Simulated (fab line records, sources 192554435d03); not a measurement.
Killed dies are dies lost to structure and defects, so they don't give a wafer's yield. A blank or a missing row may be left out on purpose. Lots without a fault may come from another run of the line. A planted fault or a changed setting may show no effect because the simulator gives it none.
fab line records | flow n5_finfet
record lots=4 wafers=12 last_day=17
route steps=1938 shown BEOL_M11@1552 PASSIVATION@1936
lots that met no fault: from a run of the same line without faults
start_h: hours from the record's first day to the start of the lot's first wafer shown | wait_h: hours since the lot's step before | " the same as in the row above | L1.1+2: a row that stands for several wafers | - no value, or no start given | * or withheld: withheld | < > ~ a bound
route shown NAME@n: a module of which the file shows steps, and the number in the route of the first | usual: mean/standard deviation of fault-free wafers | same: alike in all rows | chamber/n: place in a boat | sites: the reading at each site | _std_site: their standard deviation | _edge_site: outer sites' mean less inner sites' | radius_mm: how far each site lies from the wafer's centre | mask NAME#n: copy n | behind: the tool/chamber that last shaped the wafer | hold: why the lot was held/for how many hours/how that ended | device: the transistor (n, p or np) that didn't switch | end of line: the same wafers' tests at the end of the route | a step without rows: its recipe alone | killed: dies lost to structure and defects at the first sort, not the wafer's yield | map: a wafer's dies, x killed, . not, _ none there
set.NAME: the setting as run; set.NAME@STEP: as run at that earlier step | model.NAME: the simulator's own value behind a step, which no gauge read
lots at some steps of the route; a table a step, a row a wafer
services: from which hour (start_h, from the record's first day; less than 0 if before it) a tool's chamber was out of use, for how many hours, and why
## steps
# step N5_BEOL_M11_DESCUM_16
# recipe chemistry=O2 time_s=7.9 source_power_w=50 bias_power_w=20 pressure_mtorr=20 rf_frequency_hz=2.712e+07 temp_c=40 resist=CAR-ArF o2_flow_sccm=225
# step N5_BEOL_M11_ETCH_61
# recipe chemistry=CF4 target=SiARC target_depth_a=390 mask_material=CAR-ArF time_s=65 ion_energy_ev=80 pressure_mtorr=40 source_w=545 bias_w=36 Ar_flow_sccm=100 cf4_flow_sccm=100 ends=cleared
# step N5_BEOL_M11_ETCH_62
# recipe chemistry=N2/H2 target=SOC target_depth_a=1100 overetch_a=220 mask_material=SiARC temp_c=40 time_s=165 ion_energy_ev=200 pressure_mtorr=30 source_w=840 bias_w=150 n2_flow_sccm=200 h2_flow_sccm=200
# step N5_BEOL_M11_STRIP_68
# recipe chemistry=N2/H2 temp_c=40 n2_flow_sccm=200 h2_flow_sccm=200 rf_frequency_hz=6e+07
# step N5_BEOL_M11_STRIP_67
# recipe chemistry=CF4 resist=SiARC power_w=300 bias_power_w=75 pressure_mtorr=50 cf4_flow_sccm=150 rf_frequency_hz=6e+07
# step N5_BEOL_M11_HM_OPEN_17
# recipe chemistry=Cl2/BCl3 target_depth_a=200 overetch_a=60 target=TiN mask_material=SOC ion_energy_ev=150 pressure_mtorr=10 icp_w=1000 bias_w=126 Cl2_flow_sccm=53.25 bcl3_flow_sccm=21.75 Ar_flow_sccm=25
# step N5_BEOL_M11_STRIP_19
# recipe chemistry=O2 power_w=400 temp_c=40 pressure_mtorr=30 rf_frequency_hz=6e+07 bias_power_w=0 overash_fraction=0.2 o2_flow_sccm=225
# step N5_BEOL_M11_COAT_63
# recipe resist=SOC temp_c=250 time_s=60 spin_rpm=1500 resist_thk_nm=100
# step N5_BEOL_M11_COAT_64
# recipe resist=SiARC temp_c=220 time_s=60 spin_rpm=1500 resist_thk_nm=30
# usual spin_speed_rpm=1500.2/0.97
# columns lot.wafer tool chamber start_h wait_h spin_speed_rpm model.SiARC_of_BEOL_M11_COAT_64.thk_nm
L542.1 litho_track-04 0 245.47 - 1502.0 30
L542.4 " 0 " " 1501.6 30.2
L542.6 " 0 " " 1500.0 30.2
L555.2 litho_track-04 0 324.43 - 1300.5 32.2
L555.4 " 0 " " 1300.6 32.2
L555.6 " 0 " " 1300.8 32.4
L556.3 litho_track-04 0 339.46 - 1301.9 32.4
L556.4 " 0 " " 1302.8 32.2
L556.5 " 0 " " 1300.0 32.4
L561.1 litho_track-01 0 362.06 - 1499.9 30
L561.4 " 0 " " 1502.0 30
L561.5 " 0 " " 1502.7 30
# step N5_BEOL_M11_COAT_22
# recipe resist=CAR-ArF spin_rpm=1500 resist_thk_nm=90
# step N5_BEOL_M11_EBR_24
# recipe solvent=PGMEA ebr_width_mm=1.5
# step N5_BEOL_M11_SOFTBAKE_23
# recipe temp_c=110 time_s=60 resist=CAR-ArF
# step N5_BEOL_M11_EXPOSE_25
# recipe mask_id=V10 na=1.35 source_shape=annular sigma_inner=0.5 sigma_outer=0.8 polarization=unpolarized dose_mj=85.5
# step N5_BEOL_M11_PEB_26
# recipe peb_temp_c=withheld peb_time_s=60 resist=CAR-ArF
# step N5_BEOL_M11_DEVELOP_27
# recipe develop_time_s=30 developer=TMAH resist=CAR-ArF rinse_liquid=diw dry=air_spin dev_temp_c=23
# step N5_BEOL_M11_DESCUM_33
# recipe chemistry=O2 time_s=7.9 source_power_w=50 bias_power_w=20 pressure_mtorr=20 rf_frequency_hz=2.712e+07 temp_c=40 resist=CAR-ArF o2_flow_sccm=225
# step N5_BEOL_M11_ETCH_65
# recipe chemistry=CF4 target=SiARC target_depth_a=390 mask_material=CAR-ArF time_s=65 ion_energy_ev=80 pressure_mtorr=40 source_w=545 bias_w=36 Ar_flow_sccm=100 cf4_flow_sccm=100 ends=cleared
# usual chamber_pressure_mTorr=40.00/0.038 drypump_motor_current_A=5.8/0.37 etch_rf_on_time_s=65.3/1.5 oes_product_au=0.67/0.05 rf_fwd_power_W=537.7/2 rf_vpp_V=184.1/1.3 showerhead_plenum_p_Torr=2.14/0.082 throttle_valve_pct=15.58/0.22
# columns lot.wafer tool chamber start_h wait_h chamber_pressure_mTorr drypump_motor_current_A etch_rf_on_time_s oes_product_au rf_fwd_power_W rf_hours_counter_h rf_vpp_V showerhead_plenum_p_Torr throttle_valve_pct model.etch.depth_nm model.CAR-ArF_of_BEOL_M11_COAT_22.thk_nm
L542.1 rie_diel-06 3 246.00 0.0 39.99 5.6 67.2 0.63 539.2 182 185.6 2.20 15.53 30.09 55.6
L542.4 " 1 " " 39.99 6.2 65.0 0.72 539.2 69 184.3 2.08 15.31 30.13 55.4
L542.6 " 2 " " 39.98 6.0 67.2 0.68 538.2 - 185.6 2.24 15.43 30.13 55.4
L555.2 rie_diel-04 3 325.37 0.0 39.97 6.0 67.8 0.72 536.3 69 184.2 2.17 15.69 32.23 53.4
L555.4 " 0 " " 39.99 5.7 70.5 0.72 535.3 - 184.0 2.08 15.29 32.23 53.4
L555.6 " 3 " " 39.95 6.0 67.5 0.72 537.3 - 184.1 2.17 15.69 32.34 52.8
L556.3 rie_diel-04 0 339.83 0.0 40.01 5.6 71.0 0.71 536.2 65 183.5 2.07 15.31 32.3 53.6
L556.4 " 2 " " 39.96 5.4 68.5 0.67 536.6 - 183.7 2.05 15.76 32.28 53.2
L556.5 " 3 " " 39.96 6.0 67.6 0.72 538.4 - 184.2 2.16 15.70 32.31 53.4
L561.1 rie_diel-04 3 362.95 0.0 39.99 6.0 63.3 0.70 541.4 83 183.2 2.16 15.71 29.96 55.4
L561.4 " 3 " " 39.97 6.0 63.0 0.70 543.0 - 184.7 2.16 15.70 29.93 55.4
L561.5 " 1 " " 39.97 5.5 68.9 0.79 534.9 - 182.2 2.12 15.36 30 55.6
# step N5_BEOL_M11_ETCH_66
# recipe chemistry=N2/H2 target=SOC target_depth_a=1200 overetch_a=240 mask_material=SiARC temp_c=40 time_s=180 ion_energy_ev=200 pressure_mtorr=30 source_w=840 bias_w=150 n2_flow_sccm=200 h2_flow_sccm=200
# usual chamber_pressure_mTorr=30.000/0.027 drypump_motor_current_A=5.8/0.37 oes_product_au=0.63/0.045 rf_fwd_power_W=836.1/2.5 rf_vpp_V=524.1/2.8 showerhead_plenum_p_Torr=2.55/0.099 throttle_valve_pct=17.78/0.23
# columns lot.wafer tool chamber start_h wait_h chamber_pressure_mTorr drypump_motor_current_A oes_product_au rf_fwd_power_W rf_hours_counter_h rf_vpp_V showerhead_plenum_p_Torr throttle_valve_pct model.SiARC_of_BEOL_M11_COAT_64.thk_nm
L542.1 rie_diel-06 3 246.05 0.0 29.966 5.6 0.60 832.5 182 526.7 2.63 17.76 22.8
L542.4 " 1 " " 29.996 6.2 0.68 835.3 69 523.0 2.49 17.57 22.8
L542.6 " 2 " " 29.936 6.0 0.65 833.0 - 527.1 2.65 17.50 23
L555.2 rie_diel-04 3 325.42 0.0 29.983 6.0 0.66 837.3 69 524.6 2.56 17.89 25
L555.4 " 0 " " 29.982 5.6 0.69 836.0 - 521.0 2.48 17.52 25
L555.6 " 3 " " 29.983 6.0 0.67 839.8 - 525.2 2.56 17.88 25
L556.3 rie_diel-04 0 339.88 0.0 30.038 5.6 0.68 832.7 65 523.1 2.47 17.54 25
L556.4 " 2 " " 30.000 5.4 0.62 837.5 - 522.4 2.43 18.00 25
L556.5 " 3 " " 29.997 6.0 0.66 836.6 - 524.0 2.56 17.91 25
L561.1 rie_diel-04 3 363.03 0.1 29.983 6.0 0.66 838.2 83 524.5 2.55 17.91 22.6
L561.4 " 3 " " 30.025 6.0 0.66 840.3 - 524.1 2.55 17.91 22.6
L561.5 " 1 " " 29.948 5.5 0.76 835.7 - 522.9 2.48 17.43 23
# step N5_BEOL_M11_STRIP_69
# recipe chemistry=N2/H2 temp_c=40 n2_flow_sccm=200 h2_flow_sccm=200 rf_frequency_hz=6e+07
# step N5_PASSIVATION_PROBE_49
# usual defect_limited_yield=91.5/1.4 killed_at_M0_to_M3=32/9.7 killed_at_M4_up=14/5.3 killed_at_contacts=11/6 killed_at_front_end=39/14 killed_at_other=3.3/2.7 killed_dies=100/17 killed_on_rim=14/4 killed_open=66/13 killed_short=32/7.4 sort_bin_5_function=4.9/0.9 sort_bin_6_memory=3.2/0.72 sort_n_pass=1080/17 sort_yield_pct=91.5/1.4
# same gross_dies=1180 killed_at_back_side=0 sort_bin_4_leakage[%]=0 sort_bin_8_speed[%]=0
# columns lot.wafer tool chamber start_h wait_h defect_limited_yield[%] killed_at_M0_to_M3 killed_at_M4_up killed_at_contacts killed_at_front_end killed_at_other killed_dies killed_on_rim killed_open killed_short sort_bin_5_function[%] sort_bin_6_memory[%] sort_n_pass sort_yield_pct[%]
L542.1 prober-02 - 287.97 0.0 90.8 37 17 5 50 0 109 12 52 50 4.9 3.2 1071 90.8
L542.4 prober-02 - 288.12 0.2 93.0 29 12 8 32 2 83 8 55 26 4.7 1.9 1097 93.0
L542.6 prober-02 - 288.22 0.3 88.6 27 13 18 74 2 134 18 78 51 6.2 4.5 1046 88.6
L555.2 prober-01 - 367.98 0.1 91.4 29 3 9 57 4 102 15 53 37 4.7 2.9 1078 91.4
L555.4 prober-01 - 368.08 0.2 91.8 32 10 11 42 2 97 10 65 30 5.6 2.6 1083 91.8
L555.6 prober-01 - 368.18 0.3 89.4 44 10 5 65 1 125 17 60 55 5.5 4.1 1055 89.4
L556.3 prober-01 - 382.48 0.1 92.6 27 10 13 35 2 87 10 63 24 4.2 2.8 1093 92.6
L556.4 prober-01 - 382.53 0.2 91.3 29 6 9 52 7 103 11 72 31 4.4 4.2 1077 91.3
L556.5 prober-01 - 382.58 0.2 87.5 35 9 15 84 4 147 29 107 40 6.5 5.6 1033 87.5
L561.1 prober-01 - 402.96 0.0 93.0 23 17 8 31 4 83 8 60 21 5.0 1.9 1097 93.0
L561.4 prober-01 - 403.11 0.2 94.2 30 5 7 25 1 68 10 39 28 3.3 2.0 1112 94.2
L561.5 prober-01 - 403.16 0.2 92.0 25 11 18 36 4 94 11 66 28 4.4 3.3 1086 92.0
# killed by level:class
L542.1 FIN_SAQP:geometric_particle:short=16 BEOL_M0_SAQP:geometric_particle:short=12 BEOL_M0_SAQP:geometric_particle:open=12 GATE_CUT:geometric_particle:short=9 STI_FIN_REVEAL:geometric_particle:open=6 BEOL_M3:geometric_particle:open=5 HKMG_FIN:area_etch=5 FIN_SAQP:geometric_particle:open=4
L542.4 BEOL_M0_SAQP:geometric_particle:open=7 BEOL_M4:geometric_particle:open=7 MOL_CONTACT_COAG:geometric_particle:open=6 BEOL_M2:geometric_particle:open=6 BEOL_M3:geometric_particle:open=6 FIN_SAQP:geometric_particle:short=5 GATE_CUT:geometric_particle:open=5 GATE_CUT:geometric_particle:short=5
L542.6 STI_FIN_REVEAL:geometric_particle:open=25 FIN_SAQP:geometric_particle:short=14 MOL_CONTACT_COAG:geometric_particle:open=13 FIN_SAQP:geometric_particle:open=8 BEOL_M0_SAQP:geometric_particle:open=8 STI_FIN_REVEAL:geometric_particle:short=6 BEOL_M0_SAQP:geometric_particle:short=6 MOL_CONTACT_COAG:geometric_particle:short=5
L555.2 FIN_SAQP:geometric_particle:short=14 FIN_SAQP:geometric_particle:open=8 MOL_CONTACT_COAG:geometric_particle:open=8 BEOL_M0_SAQP:geometric_particle:short=8 BEOL_M0_SAQP:geometric_particle:open=8 HKMG_FIN:area_etch=8 DUMMY_GATE:geometric_particle:open=7 BEOL_M2:geometric_particle:open=6
L555.4 STI_FIN_REVEAL:geometric_particle:open=13 MOL_CONTACT_COAG:geometric_particle:open=8 BEOL_M0_SAQP:geometric_particle:open=7 FIN_SAQP:geometric_particle:open=6 BEOL_M2:geometric_particle:open=6 BEOL_M0_SAQP:geometric_particle:short=5 FIN_SAQP:geometric_particle:short=3 DUMMY_GATE:geometric_particle:open=3
L555.6 FIN_SAQP:geometric_particle:short=20 BEOL_M0_SAQP:geometric_particle:open=17 STI_FIN_REVEAL:geometric_particle:open=13 BEOL_M0_SAQP:geometric_particle:short=11 FIN_SAQP:geometric_particle:open=8 HKMG_FIN:area_etch=8 BEOL_M1:geometric_particle:open=4 BEOL_M2:geometric_particle:short=4
L556.3 FIN_SAQP:geometric_particle:open=12 MOL_CONTACT_COAG:geometric_particle:open=12 STI_FIN_REVEAL:geometric_particle:open=7 BEOL_M0_SAQP:geometric_particle:open=6 BEOL_M0_SAQP:geometric_particle:short=6 BEOL_M2:geometric_particle:open=6 DUMMY_GATE:geometric_particle:open=5 FIN_SAQP:geometric_particle:short=4
L556.4 STI_FIN_REVEAL:geometric_particle:open=14 ILD0:geometric_particle:open=9 MOL_CONTACT_COAG:geometric_particle:open=8 BEOL_M0_SAQP:geometric_particle:open=8 BEOL_M3:geometric_particle:open=8 FIN_SAQP:geometric_particle:short=6 FIN_SAQP:geometric_particle:open=6 GATE_CUT:geometric_particle:short=4
L556.5 FIN_SAQP:geometric_particle:open=25 STI_FIN_REVEAL:geometric_particle:open=20 MOL_CONTACT_COAG:geometric_particle:open=13 BEOL_M2:geometric_particle:open=10 FIN_SAQP:geometric_particle:short=7 ILD0:geometric_particle:short=6 ILD0:geometric_particle:open=6 GATE_CUT:geometric_particle:short=6
L561.1 STI_FIN_REVEAL:geometric_particle:open=13 BEOL_M4:geometric_particle:open=8 BEOL_M3:geometric_particle:open=8 FIN_SAQP:geometric_particle:open=7 MOL_CONTACT_COAG:geometric_particle:open=5 FIN_SAQP:geometric_particle:short=3 MOL_CONTACT_COAG:geometric_particle:short=3 BEOL_M0_SAQP:geometric_particle:open=3
L561.4 BEOL_M1:geometric_particle:open=7 FIN_SAQP:geometric_particle:open=6 BEOL_M0_SAQP:geometric_particle:short=6 FIN_SAQP:geometric_particle:short=5 MOL_CONTACT_COAG:geometric_particle:open=5 BEOL_M1:geometric_particle:short=5 GATE_CUT:geometric_particle:short=4 BEOL_M4:geometric_particle:open=4
L561.5 MOL_CONTACT_COAG:geometric_particle:open=16 BEOL_M2:geometric_particle:open=6 BEOL_M3:geometric_particle:open=6 STI_FIN_REVEAL:geometric_particle:open=5 GATE_CUT:geometric_particle:short=5 BEOL_M5:geometric_particle:open=5 STARTING-WAFER:geometric_particle:open=5 DUMMY_GATE:geometric_particle:open=4
## services
# columns tool chamber start_h hours kind
rie_diel-04 1 279.44 3.4 repair
rie_diel-04 2 293.66 8.2 repair
rie_diel-06 1 311.17 5.3 repair
rie_diel-04 1 317.63 - clean
rie_diel-04 1 317.63 - consumable_replace:focus_ring
rie_diel-04 1 317.63 25.8 scheduled_down
rie_diel-04 1 317.63 25.8 vent_cycle
rie_diel-04 0 360.69 4.7 repair
rie_diel-04 2 360.94 2.5 repair
## key
first_sign step=N5_BEOL_M11_COAT_64 reading=spin_speed_rpm direction=down sigmas=99+ usual=* struck=*
effect none on later readings
model_effect step=N5_BEOL_M11_COAT_64 value=SiARC_of_BEOL_M11_COAT_64.thk_nm without=30.03 struck=32.3
model_effect step=N5_BEOL_M11_ETCH_65 value=etch.depth_nm without=30.07 struck=32.28
model_effect step=N5_BEOL_M11_ETCH_66 value=SiARC_of_BEOL_M11_COAT_64.thk_nm without=22.8 struck=25
met_at N5_BEOL_M11_COAT_64
struck_wafers L555.2,L555.4,L555.6,L556.3,L556.4,L556.5
onset_between 245.47 324.43
fault kind=process_parameter_drift tool=litho_track-04 chamber=- onset_h=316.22 steps=N5_BEOL_M11_COAT_64 channel=spin_rpm offset=* shape=step end_h=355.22 acts_in=* stated=*
